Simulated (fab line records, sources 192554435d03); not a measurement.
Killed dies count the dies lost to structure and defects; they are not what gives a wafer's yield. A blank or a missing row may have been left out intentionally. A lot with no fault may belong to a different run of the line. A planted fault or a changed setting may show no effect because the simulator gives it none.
Matching of chambers || flow n5-finfet || rie-diel-03 running N5_GATE_CUT_DESCUM_18: 4 sister chambers
The step chemistry O2, time 7 s. 22 wafers are shown with their chamber, then 11 later ones without.

WAFERS PAIRED WITH THEIR CHAMBERS
{"wafer": "L075.2", "chamber": 0, "showerhead-plenum-p-Torr (Torr)": 2.01, "throttle-valve-pct (%)": 20.57, "oes-product-au (a.u.)": 0.78}
{"wafer": "L075.4", "chamber": 3, "showerhead-plenum-p-Torr (Torr)": 2.03, "throttle-valve-pct (%)": 20.39, "oes-product-au (a.u.)": 0.82}
{"wafer": "L075.6", "chamber": 1, "showerhead-plenum-p-Torr (Torr)": 2.15, "throttle-valve-pct (%)": 20.45, "oes-product-au (a.u.)": 0.67}
{"wafer": "L076.1", "chamber": 0, "showerhead-plenum-p-Torr (Torr)": 2.01, "throttle-valve-pct (%)": 20.57, "oes-product-au (a.u.)": 0.79}
{"wafer": "L076.2", "chamber": 3, "showerhead-plenum-p-Torr (Torr)": 2.03, "throttle-valve-pct (%)": 20.41, "oes-product-au (a.u.)": 0.82}
{"wafer": "L076.4", "chamber": 2, "showerhead-plenum-p-Torr (Torr)": 2.01, "throttle-valve-pct (%)": 20.30, "oes-product-au (a.u.)": 0.75}
{"wafer": "L077.1", "chamber": 2, "showerhead-plenum-p-Torr (Torr)": 2.01, "throttle-valve-pct (%)": 20.32, "oes-product-au (a.u.)": 0.76}
{"wafer": "L077.2", "chamber": 0, "showerhead-plenum-p-Torr (Torr)": 2.01, "throttle-valve-pct (%)": 20.56, "oes-product-au (a.u.)": 0.78}
{"wafer": "L077.5", "chamber": 0, "showerhead-plenum-p-Torr (Torr)": 2.01, "throttle-valve-pct (%)": 20.56, "oes-product-au (a.u.)": 0.78}
{"wafer": "L079.3", "chamber": 1, "showerhead-plenum-p-Torr (Torr)": 2.15, "throttle-valve-pct (%)": 20.49, "oes-product-au (a.u.)": 0.68}
{"wafer": "L079.4", "chamber": 2, "showerhead-plenum-p-Torr (Torr)": 2.00, "throttle-valve-pct (%)": 20.33, "oes-product-au (a.u.)": 0.76}
{"wafer": "L079.6", "chamber": 3, "showerhead-plenum-p-Torr (Torr)": 2.03, "throttle-valve-pct (%)": 20.41, "oes-product-au (a.u.)": 0.81}
{"wafer": "L080.3", "chamber": 3, "showerhead-plenum-p-Torr (Torr)": 2.03, "throttle-valve-pct (%)": 20.40, "oes-product-au (a.u.)": 0.81}
{"wafer": "L080.5", "chamber": 2, "showerhead-plenum-p-Torr (Torr)": 2.00, "throttle-valve-pct (%)": 20.32, "oes-product-au (a.u.)": 0.74}
{"wafer": "L080.6", "chamber": 3, "showerhead-plenum-p-Torr (Torr)": 2.03, "throttle-valve-pct (%)": 20.41, "oes-product-au (a.u.)": 0.82}
{"wafer": "L081.2", "chamber": 0, "showerhead-plenum-p-Torr (Torr)": 2.01, "throttle-valve-pct (%)": 20.56, "oes-product-au (a.u.)": 0.76}
{"wafer": "L081.3", "chamber": 1, "showerhead-plenum-p-Torr (Torr)": 2.14, "throttle-valve-pct (%)": 20.48, "oes-product-au (a.u.)": 0.66}
{"wafer": "L081.4", "chamber": 2, "showerhead-plenum-p-Torr (Torr)": 2.00, "throttle-valve-pct (%)": 20.33, "oes-product-au (a.u.)": 0.74}
{"wafer": "L086.2", "chamber": 1, "showerhead-plenum-p-Torr (Torr)": 2.14, "throttle-valve-pct (%)": 20.49, "oes-product-au (a.u.)": 0.66}
{"wafer": "L086.3", "chamber": 2, "showerhead-plenum-p-Torr (Torr)": 2.00, "throttle-valve-pct (%)": 20.35, "oes-product-au (a.u.)": 0.74}
{"wafer": "L086.6", "chamber": 0, "showerhead-plenum-p-Torr (Torr)": 2.01, "throttle-valve-pct (%)": 20.57, "oes-product-au (a.u.)": 0.76}
{"wafer": "L090.1", "chamber": 3, "showerhead-plenum-p-Torr (Torr)": 2.02, "throttle-valve-pct (%)": 20.43, "oes-product-au (a.u.)": 0.79}

SIGNATURES (averages over the wafers above)
{"reading": "showerhead-plenum-p-Torr", "chamber 0": 2.0100, "chamber 1": 2.1450, "chamber 2": 2.0033, "chamber 3": 2.0283, "scatter within a chamber": 0.00419}
{"reading": "throttle-valve-pct", "chamber 0": 20.5650, "chamber 1": 20.4775, "chamber 2": 20.3250, "chamber 3": 20.4083, "scatter within a chamber": 0.0139}
{"reading": "oes-product-au", "chamber 0": 0.7750, "chamber 1": 0.6675, "chamber 2": 0.7483, "chamber 3": 0.8117, "scatter within a chamber": 0.011}
Rule: a wafer's distance from a chamber is the root of the sum, over the readings, of the square of ((its reading less the chamber's mean) divided by the reading's scatter). The wafer belongs to the nearest chamber; if the next one is less than 2 further off, it can't be placed. The scatter: take each reading less its chamber's mean, square it, sum over the shown wafers, divide by the number of wafers less the number of chambers, and take the root.

WAFERS WITHOUT THEIR CHAMBER
{"wafer": "L090.3", "showerhead-plenum-p-Torr (Torr)": 2.00, "throttle-valve-pct (%)": 20.35, "oes-product-au (a.u.)": 0.73}
{"wafer": "L090.4", "showerhead-plenum-p-Torr (Torr)": 2.00, "throttle-valve-pct (%)": 20.58, "oes-product-au (a.u.)": 0.76}
{"wafer": "L094.1", "showerhead-plenum-p-Torr (Torr)": 2.00, "throttle-valve-pct (%)": 20.61, "oes-product-au (a.u.)": 0.75}
{"wafer": "L094.5", "showerhead-plenum-p-Torr (Torr)": 2.00, "throttle-valve-pct (%)": 20.37, "oes-product-au (a.u.)": 0.73}
{"wafer": "L094.6", "showerhead-plenum-p-Torr (Torr)": 2.14, "throttle-valve-pct (%)": 20.10, "oes-product-au (a.u.)": 1.00}
{"wafer": "L096.1", "showerhead-plenum-p-Torr (Torr)": 1.99, "throttle-valve-pct (%)": 20.37, "oes-product-au (a.u.)": 0.71}
{"wafer": "L096.4", "showerhead-plenum-p-Torr (Torr)": 2.00, "throttle-valve-pct (%)": 20.60, "oes-product-au (a.u.)": 0.74}
{"wafer": "L096.5", "showerhead-plenum-p-Torr (Torr)": 2.02, "throttle-valve-pct (%)": 20.46, "oes-product-au (a.u.)": 0.78}
{"wafer": "L097.1", "showerhead-plenum-p-Torr (Torr)": 2.00, "throttle-valve-pct (%)": 20.61, "oes-product-au (a.u.)": 0.74}
{"wafer": "L097.3", "showerhead-plenum-p-Torr (Torr)": 1.99, "throttle-valve-pct (%)": 20.36, "oes-product-au (a.u.)": 0.72}
{"wafer": "L097.5", "showerhead-plenum-p-Torr (Torr)": 2.14, "throttle-valve-pct (%)": 20.13, "oes-product-au (a.u.)": 0.96}

THE CHAMBER EACH PASSED THROUGH
{"wafer": "L090.3", "from the rows above": 2, "in truth": 2}
{"wafer": "L090.4", "from the rows above": 0, "in truth": 0}
{"wafer": "L094.1", "from the rows above": 0, "in truth": 0}
{"wafer": "L094.5", "from the rows above": 2, "in truth": 2}
{"wafer": "L094.6", "from the rows above": "can't be placed: 3 or 1", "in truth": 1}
{"wafer": "L096.1", "from the rows above": 2, "in truth": 2}
{"wafer": "L096.4", "from the rows above": 0, "in truth": 0}
{"wafer": "L096.5", "from the rows above": 3, "in truth": 3}
{"wafer": "L097.1", "from the rows above": 0, "in truth": 0}
{"wafer": "L097.3", "from the rows above": 2, "in truth": 2}
{"wafer": "L097.5", "from the rows above": "can't be placed: 3 or 1", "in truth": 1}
Placed correctly: 9 of 11. Not placeable from these rows: 2 (in 2, the candidates include the true chamber). Placed wrongly: 0.
